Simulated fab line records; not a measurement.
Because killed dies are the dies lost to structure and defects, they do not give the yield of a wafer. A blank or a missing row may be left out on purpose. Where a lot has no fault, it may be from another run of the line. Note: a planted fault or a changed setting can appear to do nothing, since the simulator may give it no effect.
fab line records    flow nand-harc
record lots=5  wafers=15  last-day=23
route steps=1159 shown A_M0@1023 A_M1@1026 END@1159
lots that met no fault: taken from a fault-free run of the same line
start-h: hours from the record's first day to the start of the lot's first wafer shown    wait-h: hours elapsed since this lot's preceding step    " same as the row above    L1.1+2: a single row standing in for several wafers    - no value, or no start was given    * or withheld: withheld    < > ~ a bound
route shown NAME@n: a module of which the file shows steps, and the number in the route of the first    usual: mean and standard deviation over wafers with no fault    same: alike in all rows    chamber/n: place in a boat    sites: each site's reading    _std_site: standard deviation across them    _edge_site: the outer-site mean with the inner-site mean subtracted    radius-mm: how far each site lies from the wafer's centre    mask NAME#n: copy n    behind: the most recent tool/chamber to have shaped the wafer    hold: why the lot went on hold/how many hours it stayed there/how the hold came to an end    device: names the non-switching transistor (n, p or np)    end of line: tests of these same wafers at the route's end    a step with no rows: only its recipe    killed: dies lost to structure and defects at the first sort, not the wafer's yield    map: per-die view of a wafer (x killed, . not killed, _ where there is no die)
set.NAME: setting as actually run; set.NAME@STEP: the setting as run at that earlier step    model.NAME: the simulator's own value behind a step, which no gauge read
certain route steps with their lots: each step a table, each wafer a row
services: when a tool's chamber went out of use (start-h, in hours from the record's first day, below 0 if earlier), for how many hours, and the reason
## steps
# step NHARC_A_M0_INSPECT_27
# usual raw-defect-count=450/140
lot.wafer  tool               chamber  start-h  wait-h  raw-defect-count
L219.3     defect-inspect-01  -        414.64   0.0     332
L219.4     "                  -        "        "       319
L219.6     "                  -        "        "       497
L221.2     defect-inspect-02  -        419.05   0.0     393
L221.3     "                  -        "        "       466
L221.6     "                  -        "        "       432
L228.1     defect-inspect-02  -        469.03   0.0     265
L228.4     "                  -        "        "       342
L228.5     "                  -        "        "       281
L233.2     defect-inspect-01  -        502.61   0.0     385
L233.4     "                  -        "        "       445
L233.5     "                  -        "        "       429
L234.1     defect-inspect-02  -        505.08   0.0     461
L234.2     "                  -        "        "       516
L234.3     "                  -        "        "       376
# step NHARC_A_M0_PRE_CLEAN_31
# recipe time-s=12  temp-c=370  rf-power-w=300  gas=NH3
# usual heater-power-w=663/82
lot.wafer  tool      chamber  start-h  wait-h  heater-power-w
L219.3     pecvd-01  1        414.72   0.1     719
L219.4     "         0        "        "       730
L219.6     "         2        "        "       695
L221.3     pecvd-04  0        419.39   0.3     516
L221.2     "         1        "        "       635
L221.6     "         2        "        "       819
L228.1     pecvd-04  2        469.12   0.1     806
L228.5     "         0        "        "       573
L228.4     "         1        "        "       625
L233.2     pecvd-01  2        502.67   0.1     657
L233.5     "         2        "        "       672
L233.4     "         1        "        "       729
L234.1     pecvd-04  0        505.32   0.2     607
L234.3     "         1        "        "       598
L234.2     "         2        "        "       810
# step NHARC_A_M0_DEP_32
# recipe target-thk-a=300  temp-c=370  target-thk-nm=30  pressure-torr=3  flow-sccm=200  rf-w=450  material=SiCN
# usual chamber-pressure-Torr=3.000/0.007  heater-power-w=600/80
lot.wafer  tool      chamber  start-h  wait-h  chamber-pressure-Torr  heater-power-w
L219.3     pecvd-01  1        414.83   0.1     3.003                  618
L219.4     "         0        "        "       3.007                  684
L219.6     "         2        "        "       3.002                  650
L221.3     pecvd-04  0        419.50   0.1     2.997                  472
L221.2     "         1        "        "       2.991                  560
L221.6     "         2        "        "       3.005                  753
L228.1     pecvd-04  2        469.26   0.1     2.994                  652
L228.5     "         0        "        "       2.999                  480
L228.4     "         1        "        "       3.002                  595
L233.2     pecvd-01  2        502.75   0.1     2.993                  504
L233.5     "         2        "        "       2.986                  503
L233.4     "         1        "        "       3.002                  622
L234.1     pecvd-04  0        505.40   0.1     2.989                  554
L234.3     "         1        "        "       3.008                  535
L234.2     "         2        "        "       2.988                  736
# step NHARC_A_M1_DEP_00
# recipe target-thk-a=1825  target-thk-nm=182.5  temp-c=withheld  pressure-torr=5  flow-sccm=200  rf-w=600  material=SiOC
# step NHARC_A_M1_DEHYDRATE_01
# recipe temp-c=150  time-s=120
# step NHARC_A_M1_HMDS_02
# recipe time-s=30
# step NHARC_A_M1_COAT_34
# recipe temp-c=200  time-s=65
# step NHARC_A_M1_COAT_03
# recipe spin-rpm=1500  resist-thk-nm=90
# step NHARC_A_M1_SOFTBAKE_04
# recipe temp-c=105  time-s=55
# step NHARC_A_M1_EBR_05
# step NHARC_A_M1_EXPOSE_06
# recipe na=1.35  target-cd-nm=120  dose-mj=75.13  mask-id=A_M1
# step NHARC_A_M1_PEB_07
# recipe peb-temp-c=100  peb-time-s=65
# usual exhaust-pa=45.0/0.87  heater-power-total-W=156.5/0.42
lot.wafer  tool            chamber  start-h  wait-h  exhaust-pa  heater-power-total-W
L219.3     litho-track-04  0        415.96   0.0     44.9        156.0
L219.4     "               0        "        "       46.6        156.8
L219.6     "               0        "        "       45.3        156.5
L221.2     litho-track-01  0        420.69   0.1     45.5        155.9
L221.3     "               0        "        "       44.9        156.8
L221.6     "               0        "        "       45.5        156.3
L228.1     litho-track-01  0        470.32   0.1     45.3        160.7
L228.4     "               0        "        "       44.4        156.0
L228.5     "               0        "        "       45.4        156.2
L233.2     litho-track-04  0        503.82   0.1     45.2        156.0
L233.4     "               0        "        "       45.4        157.0
L233.5     "               0        "        "       45.8        157.2
L234.1     litho-track-04  0        506.44   0.1     45.6        156.0
L234.2     "               0        "        "       46.2        156.3
L234.3     "               0        "        "       45.0        157.1
# step NHARC_A_M1_DEVELOP_08
# recipe develop-time-s=35  dev-temp-c=23
# step NHARC_A_M1_CD_MEAS_09
# recipe target-cd-nm=120  landing-energy-ev=500
# usual cd-nm=120.0/0.61
lot.wafer  tool       chamber  start-h  wait-h  cd-nm
L219.3     cd-sem-03  0        416.04   -       119.6
L219.4     "          0        "        "       121.1
L219.6     "          0        "        "       120.2
L221.2     cd-sem-01  0        420.77   -       119.8
L221.3     "          0        "        "       118.4
L221.6     "          0        "        "       118.9
L228.1     cd-sem-03  0        470.39   -       116.8
L228.4     "          0        "        "       119.7
L228.5     "          0        "        "       119.9
L233.2     cd-sem-03  0        503.90   -       120.3
L233.4     "          0        "        "       120.2
L233.5     "          0        "        "       119.6
L234.1     cd-sem-02  0        506.52   -       119.7
L234.2     "          0        "        "       119.8
L234.3     "          0        "        "       120.0
# step NHARC_A_M1_OVL_MEAS_10
# recipe pitch-nm=240
# usual overlay-x-nm=-0.3/0.97  overlay-y-nm=-0.2/0.81
lot.wafer  tool        chamber  start-h  wait-h  overlay-x-nm  overlay-y-nm
L219.3     overlay-02  -        416.13   -       -0.3          1.0
L219.4     "           -        "        "       -0.1          0.7
L219.6     "           -        "        "       0.0           0.8
L221.2     overlay-01  -        420.86   -       -0.9          -1.2
L221.3     "           -        "        "       -1.4          -1.3
L221.6     "           -        "        "       -0.5          -0.8
L228.1     overlay-02  -        470.48   -       -0.2          0.1
L228.4     "           -        "        "       -0.1          -0.2
L228.5     "           -        "        "       0.0           0.0
L233.2     overlay-02  -        503.99   -       -0.3          1.0
L233.4     "           -        "        "       0.1           1.3
L233.5     "           -        "        "       -0.4          1.2
L234.1     overlay-02  -        506.61   -       -0.8          -0.1
L234.2     "           -        "        "       -0.1          -0.2
L234.3     "           -        "        "       -0.2          -0.1
# step NHARC_A_M1_INSPECT_11
# usual raw-defect-count=31/14
lot.wafer  tool               chamber  start-h  wait-h  raw-defect-count
L219.3     defect-inspect-01  -        416.16   0.0     8
L219.4     "                  -        "        "       10
L219.6     "                  -        "        "       10
L221.2     defect-inspect-01  -        420.90   0.0     30
L221.3     "                  -        "        "       43
L221.6     "                  -        "        "       46
L228.1     defect-inspect-01  -        470.52   0.0     16
L228.4     "                  -        "        "       14
L228.5     "                  -        "        "       11
L233.2     defect-inspect-01  -        504.04   0.1     35
L233.4     "                  -        "        "       30
L233.5     "                  -        "        "       38
L234.1     defect-inspect-02  -        506.65   0.0     42
L234.2     "                  -        "        "       44
L234.3     "                  -        "        "       56
# step NHARC_A_M1_DESCUM_14
# recipe time-s=3  o2-flow-sccm=200  ar-flow-sccm=0  bias-power-w=0  chemistry=O2
# usual drypump-motor-current-A=5.6/0.48  oes-product-au=0.994/0.0092  rf-vpp-V=58.1/0.95  showerhead-plenum-p-Torr=1.97/0.057  throttle-valve-pct=11.312/0.0094
lot.wafer  tool         chamber  start-h  wait-h  drypump-motor-current-A  oes-product-au  rf-hours-counter-h  rf-vpp-V  showerhead-plenum-p-Torr  throttle-valve-pct  model.A_M1.cd-nm
L219.3     rie-diel-07  0        416.23   0.1     5.4                      0.998           0.0                 57.0      1.94                      11.306              120.1
L219.4     "            2        "        "       5.6                      0.998           0.1                 58.9      1.95                      11.306              121.4
L219.6     "            0        "        "       5.4                      1.002           -                   59.4      1.94                      11.316              120.5
L221.3     rie-diel-08  0        420.97   0.1     5.5                      0.995           7.1                 58.5      2.04                      11.298              117.7
L221.2     "            1        "        "       5.8                      0.987           6.7                 57.3      1.99                      11.312              120.3
L221.6     "            0        "        "       5.5                      0.993           -                   57.7      2.04                      11.292              118.1
L228.4     rie-diel-07  1        470.58   0.1     5.2                      0.990           4.2                 59.6      2.05                      11.299              119.4
L228.1     "            0        "        "       5.4                      1.009           4.4                 58.9      1.94                      11.317              116.7
L228.5     "            1        "        "       5.2                      0.982           -                   58.1      2.05                      11.316              119.6
L233.4     rie-diel-08  3        504.10   0.1     6.3                      0.998           1.7                 57.8      1.95                      11.307              120.5
L233.2     "            1        "        "       5.8                      0.984           1.9                 56.9      1.99                      11.304              121.7
L233.5     "            3        "        "       6.3                      1.003           -                   58.9      1.95                      11.303              120.5
L234.1     rie-diel-04  2        506.71   0.1     4.9                      1.006           1.0                 57.1      2.01                      11.314              119.8
L234.2     "            0        "        "       6.1                      1.012           1.1                 59.1      1.87                      11.311              119.4
L234.3     "            1        "        "       6.4                      0.986           1.0                 58.2      1.89                      11.318              120.3
# step NHARC_A_M1_ETCH_35
# recipe target-depth-a=400  overetch-a=120  time-s=43.94  ion-energy-ev=200  n2-flow-sccm=150  h2-flow-sccm=150  ar-flow-sccm=0  rf-w=400  bias-w=150  chemistry=N2/H2
# usual drypump-motor-current-A=5.7/0.48  oes-product-au=0.996/0.0087  rf-vpp-V=432.1/1.9  showerhead-plenum-p-Torr=2.10/0.062  throttle-valve-pct=14.172/0.008
lot.wafer  tool         chamber  start-h  wait-h  drypump-motor-current-A  oes-product-au  rf-hours-counter-h  rf-vpp-V  showerhead-plenum-p-Torr  throttle-valve-pct
L219.4     rie-diel-07  2        416.31   0.1     5.5                      1.006           0.1                 432.8     2.08                      14.169
L219.3     "            3        "        "       6.3                      1.005           0.1                 428.7     2.04                      14.158
L219.6     "            2        "        "       5.6                      1.005           -                   430.4     2.08                      14.179
L221.2     rie-diel-08  2        421.04   0.1     5.3                      1.002           6.7                 431.9     2.10                      14.159
L221.3     "            1        "        "       5.8                      0.988           6.7                 432.2     2.12                      14.172
L221.6     "            3        "        "       6.2                      0.999           -                   432.1     2.08                      14.185
L228.4     rie-diel-07  1        470.67   0.1     5.2                      0.993           4.2                 433.6     2.18                      14.174
L228.1     "            2        "        "       5.6                      0.993           4.5                 432.6     2.08                      14.177
L228.5     "            1        "        "       5.2                      0.992           -                   435.5     2.18                      14.176
L233.2     rie-diel-08  2        504.20   0.1     5.3                      0.999           1.5                 433.1     2.10                      14.155
L233.4     "            3        "        "       6.2                      1.009           1.7                 431.1     2.08                      14.182
L233.5     "            1        "        "       5.8                      1.000           -                   431.4     2.12                      14.171
L234.1     rie-diel-04  0        506.79   0.1     6.0                      1.000           1.1                 429.1     1.99                      14.169
L234.3     "            1        "        "       6.4                      0.988           1.0                 431.0     2.01                      14.170
L234.2     "            2        "        "       4.9                      0.987           1.0                 433.6     2.15                      14.164
# step NHARC_A_M1_ETCH_15
# recipe target-depth-a=1825  time-s=91.2  c4f8-flow-sccm=withheld  ar-flow-sccm=400  rf-w=600  bias-w=300  chemistry=C4F8/Ar
# usual oes-product-au=0.952/0.021  rf-vpp-V=442.4/1.8
lot.wafer  tool         chamber  start-h  wait-h  oes-product-au  rf-hours-counter-h  rf-vpp-V
L219.3     rie-diel-07  2        -        -       0.979           0.1                 443.4
L219.4     "            0        "        "       0.967           0.0                 440.8
L219.6     "            2        "        "       0.976           -                   442.9
L221.3     rie-diel-08  3        -        -       0.960           7.1                 441.1
L221.2     "            1        "        "       0.950           6.7                 442.8
L221.6     "            2        "        "       0.971           -                   441.6
L228.4     rie-diel-07  3        -        -       0.967           4.5                 441.0
L228.1     "            0        "        "       0.984           4.4                 440.6
L228.5     "            2        "        "       0.955           -                   443.4
L233.2     rie-diel-08  1        -        -       0.966           2.0                 443.4
L233.4     "            2        "        "       0.976           1.6                 443.3
L233.5     "            2        "        "       0.981           -                   441.7
L234.1     rie-diel-04  0        -        -       0.982           1.1                 439.7
L234.2     "            2        "        "       0.955           1.0                 444.2
L234.3     "            3        "        "       0.964           1.1                 443.8
# step NHARC_A_M1_CD_MEAS_16
# usual cd-nm=120.2/0.93
lot.wafer  tool       chamber  start-h  wait-h  cd-nm
L219.3     cd-sem-03  -        416.53   -       120.6
L219.4     "          -        "        "       121.6
L219.6     "          -        "        "       120.6
L221.2     cd-sem-03  -        421.26   -       120.4
L221.3     "          -        "        "       117.6
L221.6     "          -        "        "       117.7
L228.1     cd-sem-02  -        470.89   -       117.0
L228.4     "          -        "        "       118.8
L228.5     "          -        "        "       119.5
L233.2     cd-sem-01  -        504.41   -       121.6
L233.4     "          -        "        "       119.8
L233.5     "          -        "        "       120.2
L234.1     cd-sem-01  -        507.01   -       119.9
L234.2     "          -        "        "       119.6
L234.3     "          -        "        "       119.6
# step NHARC_A_M1_STRIP_18
# recipe power-w=1000  n2-flow-sccm=150  h2-flow-sccm=150  ar-flow-sccm=0  bias-w=0  chemistry=N2/H2
# usual drypump-motor-current-A=5.7/0.45  oes-product-au=0.998/0.0088  rf-vpp-V=91.1/0.85  showerhead-plenum-p-Torr=2.10/0.058  throttle-valve-pct=14.173/0.008
lot.wafer  tool         chamber  start-h  wait-h  drypump-motor-current-A  oes-product-au  rf-hours-counter-h  rf-vpp-V  showerhead-plenum-p-Torr  throttle-valve-pct
L219.4     rie-diel-07  1        416.60   0.1     5.2                      0.991           0                   92.1      2.19                      14.172
L219.3     "            2        "        "       5.6                      1.018           0                   91.0      2.08                      14.164
L219.6     "            2        "        "       5.6                      1.015           -                   90.5      2.08                      14.171
L221.3     rie-diel-07  2        421.37   0.1     5.6                      1.001           0                   90.8      2.08                      14.163
L221.2     "            3        "        "       6.4                      0.999           0                   90.9      2.04                      14.173
L221.6     "            0        "        "       5.4                      1.014           -                   90.6      2.07                      14.155
L228.1     rie-diel-08  0        471.01   0.1     5.5                      0.998           10                  91.9      2.18                      14.162
L228.4     "            1        "        "       5.8                      1.011           10                  90.3      2.12                      14.169
L228.5     "            3        "        "       6.2                      0.998           -                   90.4      2.08                      14.175
L233.2     rie-diel-04  3        504.50   0.1     5.4                      1.000           1                   90.9      2.16                      14.168
L233.4     "            2        "        "       4.9                      0.998           1                   90.1      2.15                      14.177
L233.5     "            3        "        "       5.3                      0.995           -                   91.6      2.16                      14.171
L234.1     rie-diel-08  3        507.09   0.1     6.2                      0.996           2                   91.9      2.08                      14.171
L234.3     "            0        "        "       5.5                      0.997           2                   90.4      2.18                      14.167
L234.2     "            2        "        "       5.3                      0.988           2                   92.9      2.10                      14.184
# step NHARC_A_M1_ETCH_28
# recipe target-depth-a=300  over-etch-frac=0.3  time-s=72.99  ion-energy-ev=150  cf4-flow-sccm=50  n2-flow-sccm=100  ar-flow-sccm=150  rf-w=300  bias-w=100  chemistry=CF4/N2
# usual drypump-motor-current-A=5.7/0.44  oes-product-au=0.996/0.0082  rf-vpp-V=315.2/1.4  showerhead-plenum-p-Torr=2.69/0.071  throttle-valve-pct=19.795/0.009
lot.wafer  tool         chamber  start-h  wait-h  drypump-motor-current-A  oes-product-au  rf-hours-counter-h  rf-vpp-V  showerhead-plenum-p-Torr  throttle-valve-pct  model.A_M1.cd-nm
L219.3     rie-diel-07  2        -        -       5.6                      1.005           0                   314.9     2.68                      19.788              120.3
L219.4     "            1        "        "       5.2                      0.997           0                   318.0     2.80                      19.778              121.2
L219.6     "            2        "        "       5.6                      1.009           -                   315.7     2.68                      19.799              120.2
L221.2     rie-diel-07  3        -        -       6.3                      1.000           0                   312.6     2.62                      19.794              120.7
L221.3     "            2        "        "       5.6                      0.997           1                   315.9     2.68                      19.799              116.8
L221.6     "            0        "        "       5.4                      1.009           -                   314.8     2.66                      19.788              118.6
L228.4     rie-diel-08  1        -        -       5.8                      0.990           10                  315.5     2.72                      19.791              118.7
L228.1     "            0        "        "       5.5                      1.001           10                  317.0     2.79                      19.785              116.1
L228.5     "            2        "        "       5.3                      0.993           -                   315.8     2.70                      19.804              119.7
L233.4     rie-diel-04  2        -        -       4.9                      0.994           1                   316.4     2.75                      19.803              120.4
L233.2     "            0        "        "       6.1                      1.003           1                   314.0     2.57                      19.800              122.1
L233.5     "            3        "        "       5.3                      0.996           -                   316.9     2.77                      19.791              120.3
L234.2     rie-diel-08  1        -        -       5.8                      0.979           2                   316.2     2.72                      19.804              119.2
L234.3     "            3        "        "       6.2                      0.995           2                   313.3     2.67                      19.799              119.2
L234.1     "            0        "        "       5.5                      0.997           2                   316.2     2.79                      19.807              119.9
# step NHARC_A_M1_STRIP_19
# recipe time-s=600  temp-c=30  chemistry=post-etch-residue-remover
# step NHARC_END_SORT_01
# recipe temp-c=25
# usual defect-limited-yield=95.1/1.8  killed-at-array=29/11  killed-at-other=0.5/0.8  killed-at-periphery=3.5/2.8  killed-dies=33/12  killed-open=3.1/1.8  killed-short=1.8/1.4  sort_bin_2_pct=1.5/0.65  sort_bin_3_pct=0.24/0.21  sort_bin_4_pct=3.1/1.2  sort-n-pass=644/12  sort-rim-yield-pct=97.5/1.9  sort-yield-pct=95.1/1.8
# same gross-dies=677  sort_bin_5_pct[%]=0  sort_bin_6_pct[%]=0  sort_bin_7_pct[%]=0  sort_bin_8_pct[%]=0  sort-rim-n-gross=106.00
lot.wafer  tool       chamber  start-h  wait-h  defect-limited-yield[%]  killed-at-array  killed-at-other  killed-at-periphery  killed-dies  killed-open  killed-short  sort_bin_2_pct[%]  sort_bin_3_pct[%]  sort_bin_4_pct[%]  sort-n-pass  sort-rim-yield-pct[%]  sort-yield-pct[%]
L219.3     prober-02  0        462.63   3.1     98.1                     10               0                3                    13           3            1             0.6                0.15               1.2                664          100.0                  98.1
L219.4     prober-02  0        463.43   3.4     97.8                     14               0                1                    15           3            1             0.6                0.15               1.5                662          99.1                   97.8
L219.6     prober-02  0        465.03   4.0     97.5                     15               0                2                    17           4            0             1.3                0.15               1.0                660          98.1                   97.5
L221.2     prober-02  0        477.41   2.8     95.3                     29               1                2                    32           5            2             1.2                0.15               3.4                645          99.1                   95.3
L221.3     prober-02  0        478.22   3.1     94.4                     37               0                1                    38           1            1             1.2                0.15               4.3                639          100.0                  94.4
L221.6     prober-02  0        480.63   4.0     92.8                     45               0                4                    49           3            3             2.4                0.59               4.3                628          98.1                   92.8
L228.1     prober-01  0        506.06   2.5     97.0                     19               0                1                    20           3            2             0.9                0.44               1.6                657          98.1                   97.0
# killed by level:class
L219.3 A_CONTACT:chamber-film-flake=3 A_CHANNEL_HOLE_D1:chamber-film-flake=2 P_M0:geometric-particle:open=1 P_M1:geometric-particle:open=1 A_ONON_D1:geometric-particle:open=1 A_M0:geometric-particle:short=1 P_M1:chamber-film-flake=1 A_SLIT:chamber-film-flake=1
L219.4 A_BLC:geometric-particle:open=3 A_CHANNEL_HOLE_D1:chamber-film-flake=2 A_STAIRCASE:chamber-film-flake=2 A_WL_FILL:chamber-film-flake=2 A_M1:chamber-film-flake=2 A_ONON_D1:geometric-particle:short=1 P_GATE:chamber-film-flake=1 A_SLIT:chamber-film-flake=1
L219.6 A_M1:chamber-film-flake=3 P_ZERO_WELL:chamber-film-flake=2 A_STAIRCASE:chamber-film-flake=2 A_CONTACT:chamber-film-flake=2 A_SOURCE_PLATE:geometric-particle:open=1 A_ONON_D1:geometric-particle:open=1 A_WL_FILL:geometric-particle:open=1 A_M0:geometric-particle:open=1
L221.2 A_CHANNEL_HOLE_D1:chamber-film-flake=12 A_SLIT:chamber-film-flake=6 A_STAIRCASE:chamber-film-flake=3 A_CONTACT:geometric-particle:open=3 A_CONTACT:chamber-film-flake=2 P_CONTACT:geometric-particle:short=1 A_CHANNEL_HOLE_D1:geometric-particle:open=1 A_CHANNEL_FILL_D1:geometric-particle:short=1
L221.3 A_CHANNEL_HOLE_D1:chamber-film-flake=15 A_CONTACT:chamber-film-flake=9 A_SLIT:chamber-film-flake=8 A_SOURCE_PLATE:geometric-particle:short=1 A_SGD_CUT:geometric-particle:open=1 P_ZERO_WELL:chamber-film-flake=1 A_ZERO_WELL:chamber-film-flake=1 A_STAIRCASE:chamber-film-flake=1
L221.6 A_CHANNEL_HOLE_D1:chamber-film-flake=18 A_SLIT:chamber-film-flake=12 A_CONTACT:chamber-film-flake=6 A_STAIRCASE:chamber-film-flake=3 P_CONTACT:geometric-particle:open=1 P_M0:geometric-particle:short=1 A_SGD_CUT:geometric-particle:short=1 A_WL_FILL:geometric-particle:short=1
L228.1 A_CHANNEL_HOLE_D1:chamber-film-flake=5 A_CONTACT:geometric-particle:open=3 A_CHANNEL_FILL_D1:chamber-film-flake=3 A_STAIRCASE:chamber-film-flake=2 A_CONTACT:chamber-film-flake=2 A_M0:chamber-film-flake=2 A_SOURCE_PLATE:geometric-particle:short=1 A_ONON_D1:geometric-particle:short=1
## services
tool            chamber  start-h  hours  kind
rie-diel-07     -        405.87   9.0    pm
rie-diel-07     0        405.87   9.0    vent-cycle
rie-diel-07     1        405.87   9.0    vent-cycle
rie-diel-07     2        405.87   9.0    vent-cycle
rie-diel-07     3        405.87   9.0    vent-cycle
rie-diel-08     0        408.80   -      clean
rie-diel-08     1        408.80   -      clean
rie-diel-08     2        408.80   -      clean
rie-diel-08     3        408.80   -      clean
rie-diel-07     0        414.87   -      clean
rie-diel-07     1        414.87   -      clean
rie-diel-07     2        414.87   -      clean
rie-diel-07     1        418.10   3.7    repair
pecvd-01        -        418.33   13.0   pm
pecvd-04        1        432.72   5.4    repair
rie-diel-08     0        442.01   2.8    repair
litho-track-01  -        443.00   7.0    pm
rie-diel-04     0        445.48   3.4    repair
rie-diel-07     -        448.81   8.6    repair
rie-diel-04     -        465.90   9.0    pm
pecvd-01        2        466.83   5.4    repair
rie-diel-08     -        478.80   9.0    pm
litho-track-04  -        491.00   7.0    pm
rie-diel-04     -        494.56   0.9    repair
## key
first-sign step=NHARC_A_M1_PEB_07  reading=heater-power-total-W  direction=up  sigmas=10  usual=*  struck=*
effect step=NHARC_A_M1_CD_MEAS_09  reading=cd-nm  direction=down  sigmas=5.2  usual=120.0  struck=116.8
effect step=NHARC_A_M1_CD_MEAS_16  reading=cd-nm  direction=down  sigmas=3.5  usual=120.2  struck=117.0
model-effect step=NHARC_A_M1_DESCUM_14  value=A_M1.cd-nm  without=118.8  struck=116.7
model-effect step=NHARC_A_M1_ETCH_28  value=A_M1.cd-nm  without=118.2  struck=116.1
met-at NHARC_A_M1_PEB_07
struck-wafers L228.1
onset-between 420.69 470.32
fault kind=process-parameter-drift  tool=litho-track-01  chamber=-  onset-h=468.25  steps=NHARC_A_M1_PEB_07  channel=peb-time-s  offset=*  shape=step  end-h=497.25  scope=struck-wafers-only  acts-in=*  stated=*
